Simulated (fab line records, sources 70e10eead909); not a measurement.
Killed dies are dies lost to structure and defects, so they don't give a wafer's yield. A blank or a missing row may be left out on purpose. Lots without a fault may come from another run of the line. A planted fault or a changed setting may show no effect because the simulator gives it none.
Chamber matching | flow nand_harc | NHARC_P_BONDPAD_CMP_32 on cmp-03: 4 sister chambers
The step polishes SiCN, target thk 200 nm. 8 wafers are shown with their chamber, then 11 later ones without.

WAFERS WITH THEIR CHAMBER
wafer  | chamber | motor_current_A (A) | slurry_filter_dp_kPa (kPa)
L082.2 | 2       | 12.5                | 13.64
L084.1 | 2       | 12.7                | 13.55
L085.2 | 0       | 12.4                | 13.41
L085.3 | 3       | 11.0                | 13.45
L088.1 | 1       | 10.8                | 13.35
L088.2 | 0       | 13.1                | 13.66
L088.3 | 3       | 10.8                | 13.49
L090.2 | 1       | 10.8                | 13.49

WAFERS WITHOUT THEIR CHAMBER
wafer  | motor_current_A (A) | slurry_filter_dp_kPa (kPa)
L090.5 | 10.4                | 13.42
L090.6 | 12.1                | 13.68
L091.1 | 13.7                | 13.62
L091.3 | 12.7                | 13.46
L091.5 | 13.2                | 13.60
L092.1 | 13.6                | 13.72
L092.4 | 10.9                | 13.52
L092.6 | 11.8                | 13.54
L096.2 | 12.2                | 13.48
L096.3 | 14.3                | 13.40
L096.6 | 13.0                | 13.77

WHICH CHAMBER EACH WENT THROUGH
wafer  | from the rows above               | in truth
L090.5 | can't be placed: 1 or 3           | 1
L090.6 | can't be placed: 2 or 0           | 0
L091.1 | can't be placed: 0 or 2           | 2
L091.3 | can't be placed: 0 or 2           | 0
L091.5 | can't be placed: 0 or 2           | 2
L092.1 | can't be placed: 0 or 2           | 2
L092.4 | can't be placed: 3 or 1           | 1
L092.6 | can't be placed: 2 or 3 or 0 or 1 | 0
L096.2 | can't be placed: 2 or 0           | 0
L096.3 | can't be placed: 0 or 2           | 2
L096.6 | can't be placed: 2 or 0           | 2
Placed correctly: 0 of 11. Can't be placed from these rows: 11 (the true chamber is among the candidates in 11). Placed wrongly: 0.
How it was worked out, from the rows above alone: a wafer's distance from a chamber is the root of the sum, over the readings, of the square of ((its reading less the chamber's mean) divided by the reading's scatter). The wafer belongs to the nearest chamber; if the next one is less than 2 further off, it can't be placed. A chamber's mean is the mean of its shown wafers. The scatter: the root of (the sum of the squares of (reading less its chamber's mean) over the shown wafers, divided by (wafers less chambers)).
